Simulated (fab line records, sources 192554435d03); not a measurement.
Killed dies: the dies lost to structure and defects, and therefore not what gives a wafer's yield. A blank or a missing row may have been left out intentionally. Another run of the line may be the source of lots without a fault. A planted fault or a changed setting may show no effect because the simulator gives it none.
Split-lot trial :: flow n5 finfet :: on a route of 1938 steps: 7 lots, 21 wafers read

## ON THE SPLIT
At N5_GATE_CUT_DESCUM_18 (chemistry O2, time 7 s), the setting time s was moved away from the recipe's 7 s on 4 of the 21 wafers read, by -7.6% to +16.6%. The other wafers ran this setting at the recipe's value.

## SPLIT TO READING: what lies between them in the file, 1 step
- N5_GATE_CUT_ETCH_28: etches underlayer in N2/H2, target depth 13 nm, time 10.4 s

## THE READING
CAR-EUV_of_GATE_CUT_COAT_07.thk nm (the simulator's own value, which no gauge read), in nm, at N5_GATE_CUT_ETCH_36 (etches SiARC in CF4, target depth 13 nm, time 21.7 s). There is no usual value for it anywhere in the file. Here, 17 wafers ran the recipe; their average is 7.0 nm with a standard deviation of 0.17 nm.

wafer: L076.2
tool, chamber at the split: rie diel-03, 1,3,2
time s as run, s: 7
against the recipe: recipe
CAR-EUV_of_GATE_CUT_COAT_07.thk nm, nm: 7.2
against lot-mates on the recipe: -

wafer: L076.3
tool, chamber at the split: rie diel-03, 1,3,2
time s as run, s: 7
against the recipe: recipe
CAR-EUV_of_GATE_CUT_COAT_07.thk nm, nm: 7
against lot-mates on the recipe: -

wafer: L076.4
tool, chamber at the split: rie diel-03, 1,3,2
time s as run, s: 7
against the recipe: recipe
CAR-EUV_of_GATE_CUT_COAT_07.thk nm, nm: 6.8
against lot-mates on the recipe: -

wafer: L078.2
tool, chamber at the split: rie diel-06, 3,1
time s as run, s: 6.466
against the recipe: -7.6%
CAR-EUV_of_GATE_CUT_COAT_07.thk nm, nm: 7.6
against lot-mates on the recipe: +0.4

wafer: L078.3
tool, chamber at the split: rie diel-06, 3,1
time s as run, s: 6.466
against the recipe: -7.6%
CAR-EUV_of_GATE_CUT_COAT_07.thk nm, nm: 7.6
against lot-mates on the recipe: +0.4

wafer: L078.5
tool, chamber at the split: rie diel-06, 0
time s as run, s: 7
against the recipe: recipe
CAR-EUV_of_GATE_CUT_COAT_07.thk nm, nm: 7.2
against lot-mates on the recipe: -

wafer: L079.2
tool, chamber at the split: rie diel-03, 3,1
time s as run, s: 7
against the recipe: recipe
CAR-EUV_of_GATE_CUT_COAT_07.thk nm, nm: 7.2
against lot-mates on the recipe: -

wafer: L079.3
tool, chamber at the split: rie diel-03, 3,1
time s as run, s: 7
against the recipe: recipe
CAR-EUV_of_GATE_CUT_COAT_07.thk nm, nm: 7.4
against lot-mates on the recipe: -

wafer: L079.5
tool, chamber at the split: rie diel-03, 1
time s as run, s: 8.164
against the recipe: +16.6%
CAR-EUV_of_GATE_CUT_COAT_07.thk nm, nm: 6.4
against lot-mates on the recipe: -0.9

wafer: L080.4
tool, chamber at the split: rie diel-03, 1,0,3
time s as run, s: 7
against the recipe: recipe
CAR-EUV_of_GATE_CUT_COAT_07.thk nm, nm: 7
against lot-mates on the recipe: -

wafer: L080.5
tool, chamber at the split: rie diel-03, 1,0,3
time s as run, s: 7
against the recipe: recipe
CAR-EUV_of_GATE_CUT_COAT_07.thk nm, nm: 7
against lot-mates on the recipe: -

wafer: L080.6
tool, chamber at the split: rie diel-03, 1,0,3
time s as run, s: 7
against the recipe: recipe
CAR-EUV_of_GATE_CUT_COAT_07.thk nm, nm: 7
against lot-mates on the recipe: -

wafer: L093.1
tool, chamber at the split: rie diel-06, 2,1,2
time s as run, s: 7
against the recipe: recipe
CAR-EUV_of_GATE_CUT_COAT_07.thk nm, nm: 7
against lot-mates on the recipe: -

wafer: L093.3
tool, chamber at the split: rie diel-06, 2,1,2
time s as run, s: 7
against the recipe: recipe
CAR-EUV_of_GATE_CUT_COAT_07.thk nm, nm: 6.8
against lot-mates on the recipe: -

wafer: L093.6
tool, chamber at the split: rie diel-06, 2,1,2
time s as run, s: 7
against the recipe: recipe
CAR-EUV_of_GATE_CUT_COAT_07.thk nm, nm: 6.8
against lot-mates on the recipe: -

wafer: L094.3
tool, chamber at the split: rie diel-05, 1,0,2
time s as run, s: 7
against the recipe: recipe
CAR-EUV_of_GATE_CUT_COAT_07.thk nm, nm: 7
against lot-mates on the recipe: -

wafer: L094.4
tool, chamber at the split: rie diel-05, 1,0,2
time s as run, s: 7
against the recipe: recipe
CAR-EUV_of_GATE_CUT_COAT_07.thk nm, nm: 6.8
against lot-mates on the recipe: -

wafer: L094.5
tool, chamber at the split: rie diel-05, 1,0,2
time s as run, s: 7
against the recipe: recipe
CAR-EUV_of_GATE_CUT_COAT_07.thk nm, nm: 6.8
against lot-mates on the recipe: -

wafer: L095.2
tool, chamber at the split: rie diel-03, 2,3
time s as run, s: 7
against the recipe: recipe
CAR-EUV_of_GATE_CUT_COAT_07.thk nm, nm: 6.8
against lot-mates on the recipe: -

wafer: L095.3
tool, chamber at the split: rie diel-03, 0
time s as run, s: 7.652
against the recipe: +9.3%
CAR-EUV_of_GATE_CUT_COAT_07.thk nm, nm: 6.6
against lot-mates on the recipe: -0.3

wafer: L095.4
tool, chamber at the split: rie diel-03, 2,3
time s as run, s: 7
against the recipe: recipe
CAR-EUV_of_GATE_CUT_COAT_07.thk nm, nm: 7
against lot-mates on the recipe: -
If several chambers appear in one row, that row covers several wafers at once and the file leaves open which wafer was in which chamber.

FIT RESULTS
A straight line over all 21 wafers: CAR-EUV_of_GATE_CUT_COAT_07.thk nm changes by -0.0482 nm for each +1% of time s; r = -0.79; the points scatter about the line by 0.19 nm.
The same after taking each lot's own level away (the mean of its wafers on the recipe; 21 wafers): -0.0499 nm for each +1%; r = -0.92; scatter 0.1 nm.
On that fit, the largest move of time s shifts the reading by 0.83 nm.
Across the lots, their own levels run from 6.87 to 7.30 nm, a range of 2.5 times the standard deviation given above.
So the lot-to-lot level blurs the effect unless lot-mates are compared.
Check: with one of the wafers moved furthest among these (+16.6%) left out of the fit, the line predicts -0.71 nm for it against its lot-mates. It came out at -0.9 nm against them.

## OTHER SPLITS APPLIED TO THESE WAFERS
Other splits were also applied to these wafers ahead of the reading. Each is held against what the fit with the lots' levels taken away leaves over:
other split on the same wafers: N5_SDB_ALD_29 ald cycles
wafers away from the commonest value: 7
r with CAR-EUV_of_GATE_CUT_COAT_07.thk nm (lot level and that fit taken away): +0.30

other split on the same wafers: N5_SDB_CMP_30 down force psi
wafers away from the commonest value: 7
r with CAR-EUV_of_GATE_CUT_COAT_07.thk nm (lot level and that fit taken away): -0.26

other split on the same wafers: N5_GATE_CUT_COAT_27 spin rpm
wafers away from the commonest value: 7
r with CAR-EUV_of_GATE_CUT_COAT_07.thk nm (lot level and that fit taken away): +0.19

## THE WHOLE CHAIN: every reading that the file lists as answering this split, in the file's order
step: N5_GATE_CUT_ETCH_28
what it does: etches underlayer in N2/H2, target depth 13 nm, time 10.4 s
reading: CAR-EUV_of_GATE_CUT_COAT_07.thk nm (the simulator's own value, which no gauge read)
change (the file's fit): -0.0596 nm for each +1% of the setting
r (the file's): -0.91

step: N5_GATE_CUT_ETCH_36
what it does: etches SiARC in CF4, target depth 13 nm, time 21.7 s
reading: CAR-EUV_of_GATE_CUT_COAT_07.thk nm (the simulator's own value, which no gauge read)
change (the file's fit): -0.0494 nm for each +1% of the setting
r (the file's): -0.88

## THE FILE'S OWN FIT
CAR-EUV_of_GATE_CUT_COAT_07.thk nm changes by -0.0494 nm for each +1% of time s, r = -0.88.
